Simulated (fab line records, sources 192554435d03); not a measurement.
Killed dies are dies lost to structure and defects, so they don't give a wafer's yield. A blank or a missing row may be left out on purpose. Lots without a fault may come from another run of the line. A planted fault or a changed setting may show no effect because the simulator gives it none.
Which tool did it? | flow n5_finfet | 11 lots, 33 wafers sampled, at 5 steps of a route of 1938

WHAT THE GAUGES READ, wafer by wafer
The record holds no reading of a measuring or inspecting step that can be judged against a usual standard deviation.

WHICH TOOL RAN EACH LOT (tool, then ch and the chambers of the sampled wafers, then the start)
lot  | N5_BEOL_M15_ETCH_38                           | N5_BEOL_M15_PRE_CLEAN_42     | N5_BEOL_M15_SPUTTER_43       | N5_MIM_BOT_SPUTTER_00        | N5_PASSIVATION_PROBE_49
L599 | rie_diel-02 ch 0,3, day 12 19:43 or earlier   | pvd_sputter-03, day 12 19:43 | pvd_sputter-03, day 12 19:45 | pvd_sputter-01, day 12 22:57 | prober-02, day 13 12:03
L600 | rie_diel-06 ch 1,3, day 13 14:48 or earlier   | pvd_sputter-01, day 13 14:48 | pvd_sputter-01, day 13 14:50 | pvd_sputter-03, day 13 18:36 | -
L602 | rie_diel-05 ch 2,3, day 13 14:50 or earlier   | pvd_sputter-02, day 13 14:50 | pvd_sputter-02, day 13 14:52 | pvd_sputter-02, day 13 18:49 | -
L605 | rie_diel-06 ch 1,2, day 14 17:50 or earlier   | pvd_sputter-02, day 14 17:50 | pvd_sputter-02, day 14 17:52 | pvd_sputter-01, day 14 20:58 | -
L606 | rie_diel-05 ch 0,3, day 15 08:17 or earlier   | pvd_sputter-02, day 15 08:17 | pvd_sputter-02, day 15 08:19 | pvd_sputter-03, day 15 11:37 | -
L611 | rie_diel-05 ch 1,3, day 15 13:34 or earlier   | pvd_sputter-01, day 15 13:34 | pvd_sputter-01, day 15 13:36 | pvd_sputter-02, day 15 18:06 | prober-02, day 16 09:00
L613 | rie_diel-05 ch 0,1,2, day 17 13:15 or earlier | pvd_sputter-03, day 17 13:15 | pvd_sputter-03, day 17 13:17 | pvd_sputter-02, day 17 17:46 | prober-02, day 18 04:16
L615 | rie_diel-06 ch 1,3, day 18 00:34 or earlier   | pvd_sputter-01, day 18 00:34 | pvd_sputter-01, day 18 00:37 | pvd_sputter-01, day 18 04:20 | prober-02, day 18 16:37
L617 | rie_diel-05 ch 1,2, day 18 01:53 or earlier   | pvd_sputter-02, day 18 01:53 | pvd_sputter-02, day 18 01:55 | pvd_sputter-02, day 18 05:17 | prober-01, day 19 00:37
L618 | rie_diel-02 ch 1,2,3, day 18 05:34 or earlier | pvd_sputter-02, day 18 05:34 | pvd_sputter-02, day 18 05:36 | pvd_sputter-03, day 18 10:19 | prober-02, day 19 00:37
L619 | rie_diel-06 ch 0,1,2, day 18 11:50 or earlier | pvd_sputter-03, day 18 11:50 | pvd_sputter-03, day 18 11:53 | pvd_sputter-03, day 18 18:01 | prober-02, day 19 05:32
- N5_BEOL_M15_ETCH_38: etches SiCN in CF4/N2, target depth 106.4 nm, time 120.5 s.
- N5_BEOL_M15_PRE_CLEAN_42: time 30 s.
- N5_BEOL_M15_SPUTTER_43: material TaN, target thk 15 nm, time 24.19 s.
- N5_MIM_BOT_SPUTTER_00: material TiN, target thk 35 nm, time 89.7 s.
- N5_PASSIVATION_PROBE_49

WHAT THE TOOLS THEMSELVES READ (means of the sampled wafers that have a number; where no wafer has one, the mark that the record gives instead)
N5_BEOL_M15_ETCH_38. Usual: drypump_motor_current_A 5.7 A, standard deviation 0.34; oes_product_au 0.79 a.u., standard deviation 0.08; rf_fwd_power_W 428.5 W, standard deviation 1.2; rf_vpp_V 382.0 V, standard deviation 2.3; showerhead_plenum_p_Torr 2.20 Torr, standard deviation 0.092; throttle_valve_pct 15.5 %, standard deviation 0.31.
lot  | tool        | drypump_motor_current_A (A) | oes_product_au (a.u.) | rf_fwd_power_W (W) | rf_vpp_V (V) | showerhead_plenum_p_Torr (Torr) | throttle_valve_pct (%) | flag
L599 | rie_diel-02 | 5.5                         | 0.79                  | 428.8              | 383.2        | 2.21                            | 15.4                   |
L600 | rie_diel-06 | 5.5                         | 0.85                  | 428.5              | 382.5        | 2.24                            | 15.4                   |
L602 | rie_diel-05 | 5.7                         | 0.81                  | 428.7              | 382.0        | 2.19                            | 15.3                   |
L605 | rie_diel-06 | 5.9                         | 0.71                  | 427.1              | 379.2        | 2.08                            | 15.9                   |
L606 | rie_diel-05 | 5.8                         | 0.80                  | 428.5              | 380.7        | 2.17                            | 15.4                   |
L611 | rie_diel-05 | 5.4                         | 0.83                  | 428.6              | 381.8        | 2.15                            | 15.3                   |
L613 | rie_diel-05 | 5.8                         | 0.82                  | 428.8              | 382.0        | 2.19                            | 15.3                   |
L615 | rie_diel-06 | 5.5                         | 0.80                  | 430.7              | 381.8        | 2.23                            | 15.4                   |
L617 | rie_diel-05 | 5.5                         | 0.84                  | 427.0              | 382.1        | 2.18                            | 15.3                   |
L618 | rie_diel-02 | 5.8                         | 0.72                  | 427.6              | 382.5        | 2.19                            | 15.7                   |
L619 | rie_diel-06 | 5.8                         | 0.71                  | 428.7              | 379.5        | 2.13                            | 15.8                   |

N5_BEOL_M15_PRE_CLEAN_42. Usual: heater_power_w 456 W, standard deviation 51.
lot  | tool           | heater_power_w (W) | flag
L599 | pvd_sputter-03 | 477                |
L600 | pvd_sputter-01 | 462                |
L602 | pvd_sputter-02 | 466                |
L605 | pvd_sputter-02 | 433                |
L606 | pvd_sputter-02 | 451                |
L611 | pvd_sputter-01 | 483                |
L613 | pvd_sputter-03 | 486                |
L615 | pvd_sputter-01 | 424                |
L617 | pvd_sputter-02 | 459                |
L618 | pvd_sputter-02 | 479                |
L619 | pvd_sputter-03 | 481                |

N5_BEOL_M15_SPUTTER_43. Usual: cathode_dc_power_W 15000 W, standard deviation 2.6; throttle_valve_pct 30.0 %, standard deviation 1.1.
lot  | tool           | cathode_dc_power_W (W) | throttle_valve_pct (%) | flag
L599 | pvd_sputter-03 | 15000                  | 29.7                   |
L600 | pvd_sputter-01 | 14999                  | 29.7                   |
L602 | pvd_sputter-02 | 15001                  | 30.8                   |
L605 | pvd_sputter-02 | 14999                  | 28.7                   |
L606 | pvd_sputter-02 | 14998                  | 29.8                   |
L611 | pvd_sputter-01 | 15000                  | 30.5                   |
L613 | pvd_sputter-03 | 15001                  | 29.1                   |
L615 | pvd_sputter-01 | 14998                  | 30.6                   |
L617 | pvd_sputter-02 | 15000                  | 29.3                   |
L618 | pvd_sputter-02 | 14998                  | 31.2                   |
L619 | pvd_sputter-03 | 15001                  | 30.1                   |

N5_MIM_BOT_SPUTTER_00. Usual: cathode_dc_power_W 3000.0 W, standard deviation 0.55; throttle_valve_pct 30.0 %, standard deviation 1.1.
lot  | tool           | cathode_dc_power_W (W) | throttle_valve_pct (%) | flag
L599 | pvd_sputter-01 | 2999.5                 | 29.9                   |
L600 | pvd_sputter-03 | 3000.0                 | 30.1                   |
L602 | pvd_sputter-02 | 3000.2                 | 29.9                   |
L605 | pvd_sputter-01 | 2999.5                 | 30.4                   |
L606 | pvd_sputter-03 | 3000.2                 | 29.5                   |
L611 | pvd_sputter-02 | 2999.2                 | 30.6                   |
L613 | pvd_sputter-02 | 3329.7                 | 31.1                   | OFF
L615 | pvd_sputter-01 | 3000.2                 | 29.8                   |
L617 | pvd_sputter-02 | 3329.4                 | 31.0                   | OFF
L618 | pvd_sputter-03 | 3000.6                 | 29.0                   |
L619 | pvd_sputter-03 | 3000.0                 | 29.1                   |

N5_PASSIVATION_PROBE_49. Usual: defect_limited_yield 91.2 %, standard deviation 1.5; killed_at_M0_to_M3 32, standard deviation 9.6; killed_at_M4_up 13, standard deviation 5.3; killed_at_contacts 13, standard deviation 6.7; killed_at_front_end 42, standard deviation 11; killed_at_other 3.8, standard deviation 2.9; killed_dies 103, standard deviation 17; killed_on_rim 14, standard deviation 4.4; killed_open 67, standard deviation 13; killed_short 35, standard deviation 7.9; sort_bin_5_function 5.2 %, standard deviation 0.94; sort_bin_6_memory 3.3 %, standard deviation 0.64; sort_n_pass 1077, standard deviation 17; sort_yield_pct 91.2 %, standard deviation 1.5.
lot  | tool      | defect_limited_yield (%) | killed_at_M0_to_M3 | killed_at_M4_up | killed_at_contacts | killed_at_front_end | killed_at_other | killed_dies | killed_on_rim | killed_open | killed_short | sort_bin_5_function (%) | sort_bin_6_memory (%) | sort_n_pass | sort_yield_pct (%) | flag
L599 | prober-02 | 90.2                     | 47                 | 11              | 28                 | 28                  | 1.7             | 115         | 13            | 81          | 32           | 5.8                     | 3.8                   | 1065        | 90.2               |
L611 | prober-02 | 90.6                     | 41                 | 8               | 8                  | 50                  | 4.3             | 111         | 16            | 77          | 34           | 5.8                     | 3.3                   | 1069        | 90.6               |
L613 | prober-02 | 92.4                     | 27                 | 10              | 16                 | 34                  | 2.7             | 90          | 13            | 57          | 31           | 4.6                     | 2.8                   | 1090        | 92.4               |
L615 | prober-02 | 92.1                     | 28                 | 17              | 8                  | 37                  | 3.3             | 93          | 12            | 57          | 35           | 4.5                     | 3.0                   | 1087        | 92.1               |
L617 | prober-01 | 89.3                     | 30                 | 23              | 13                 | 59                  | 1.7             | 126         | 19            | 87          | 38           | 6.2                     | 4.2                   | 1054        | 89.3               |
L618 | prober-02 | 92.1                     | 41                 | 9               | 9                  | 32                  | 1.7             | 93          | 10            | 61          | 30           | 4.8                     | 2.9                   | 1087        | 92.1               |
L619 | prober-02 | 90.0                     | 30                 | 11              | 19                 | 50                  | 8.3             | 118         | 17            | 79          | 39           | 5.8                     | 3.9                   | 1062        | 90.0               |

THE ANSWER, worked out from the rows above alone
Rule: a lot is off if the mean of its wafers that have a number lies more than 3 standard deviations from the usual mean. A lot without any number at a reading at which 4 lots or more have one is off too. The other lots that the step has rows for count as sound. The gauges are gone through in route order, then the tools' own readings, and for those a lot's mean is taken as printed above. The first step at which some lot is off is used, and at that step the reading that is off furthest; a lot without a number counts as furthest.
Off: L613, L617, at N5_MIM_BOT_SPUTTER_00 (cathode_dc_power_W).
A tool fits if, at that step or a process step before it, it ran every lot that is off, and no sound lot after the first of them. N5_BEOL_M15_ETCH_38 gives no start for some lots, so the hours and the order of its lots are those of N5_BEOL_M15_PRE_CLEAN_42. Can't be told from this: 2 tools fit, rie_diel-05 at N5_BEOL_M15_ETCH_38, pvd_sputter-02 at N5_MIM_BOT_SPUTTER_00.

WHAT THE SIMULATOR HAD PUT IN
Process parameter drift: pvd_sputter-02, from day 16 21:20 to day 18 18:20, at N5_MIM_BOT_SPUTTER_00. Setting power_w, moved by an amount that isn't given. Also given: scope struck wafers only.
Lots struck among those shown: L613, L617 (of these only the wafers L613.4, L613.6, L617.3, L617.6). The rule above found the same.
